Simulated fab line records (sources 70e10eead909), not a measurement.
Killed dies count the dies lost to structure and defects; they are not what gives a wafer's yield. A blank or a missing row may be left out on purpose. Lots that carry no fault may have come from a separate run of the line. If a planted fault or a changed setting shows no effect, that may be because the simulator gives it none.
Matching of chambers -- flow nand harc -- 4 sister chambers for NHARC_A_BONDPAD_STRIP_15 on rie diel-10
The step strips in O2. 42 wafers are shown with their chamber, then 12 later ones without.

WAFERS PAIRED WITH THEIR CHAMBERS
wafer,chamber,showerhead plenum p Torr (Torr),drypump motor current A (A),oes product au (a.u.)
L074.2,2,3.33,5.4,0.999
L074.3,0,3.34,5.9,1.013
L074.5,3,3.77,6.2,0.997
L077.1,2,3.33,5.4,1.010
L077.4,1,3.49,6.8,1.009
L077.6,3,3.77,6.3,1.007
L078.2,2,3.33,5.4,1.006
L078.3,3,3.77,6.3,0.995
L078.6,3,3.77,6.3,0.987
L078.1,0,3.34,5.9,1.020
L078.4,1,3.48,6.8,0.998
L078.5,2,3.33,5.4,1.011
L081.2,3,3.77,6.3,0.997
L081.4,0,3.34,5.9,1.014
L081.5,0,3.34,5.9,1.011
L080.2,2,3.33,5.4,1.007
L080.3,3,3.77,6.3,0.989
L080.4,1,3.48,6.7,0.996
L084.4,1,3.48,6.8,0.994
L084.5,0,3.34,5.9,1.024
L084.6,1,3.48,6.8,1.003
L086.1,2,3.33,5.5,1.007
L086.2,1,3.48,6.8,1.002
L086.4,3,3.77,6.3,0.997
L087.1,3,3.77,6.3,0.999
L087.4,0,3.34,5.9,1.020
L087.5,0,3.34,5.9,1.016
L088.2,2,3.33,5.4,1.006
L088.3,0,3.34,5.9,1.020
L088.4,3,3.77,6.3,0.989
L090.2,0,3.34,5.9,1.009
L090.3,3,3.77,6.2,0.989
L090.4,2,3.33,5.5,1.008
L090.1,1,3.48,6.8,0.997
L090.5,0,3.34,5.9,1.015
L090.6,1,3.48,6.8,1.002
L091.1,1,3.48,6.8,1.000
L091.3,0,3.34,5.9,1.014
L091.4,2,3.33,5.4,1.003
L092.1,2,3.33,5.4,0.997
L092.2,0,3.34,5.9,1.004
L092.5,1,3.48,6.8,1.001

SIGNATURES (averages over the wafers above)
reading,chamber 0,chamber 1,chamber 2,chamber 3,scatter within a chamber
showerhead plenum p Torr,3.3400,3.4810,3.3300,3.7700,0.00154
drypump motor current A,5.900,6.790,5.420,6.280,0.0328
oes product au,1.01500,1.00020,1.00540,0.99460,0.00519
Rule: a wafer lies at a distance from a chamber equal to the root of the sum of squares, over the readings, of (its reading less the chamber's mean, divided by the reading's scatter). The wafer belongs to the nearest chamber; if the next one is less than 2 further off, it can't be placed. The scatter: take each reading less its chamber's mean, square it, sum over the shown wafers, divide by the number of wafers less the number of chambers, and take the root.

WAFERS WITH NO CHAMBER GIVEN
wafer,showerhead plenum p Torr (Torr),drypump motor current A (A),oes product au (a.u.)
L094.2,3.33,5.9,1.021
L094.3,3.48,6.8,0.997
L094.4,3.76,6.3,0.991
L094.1,3.33,5.4,0.992
L094.5,3.34,5.9,1.024
L094.6,3.76,6.3,0.993
L095.1,3.48,6.8,1.007
L095.2,3.34,5.9,1.007
L095.4,3.32,5.5,1.008
L097.3,3.48,6.7,1.025
L097.5,3.76,6.3,0.991
L097.6,3.33,5.9,1.021

WHICH CHAMBER EACH ONE RAN IN
wafer,from the rows above,in truth
L094.2,0,0
L094.3,1,1
L094.4,3,3
L094.1,2,2
L094.5,0,0
L094.6,3,3
L095.1,1,1
L095.2,0,0
L095.4,2,2
L097.3,1,1
L097.5,3,3
L097.6,0,0
Correctly placed: 12 of 12. Number that these rows cannot place: 0. 0 placed wrongly.
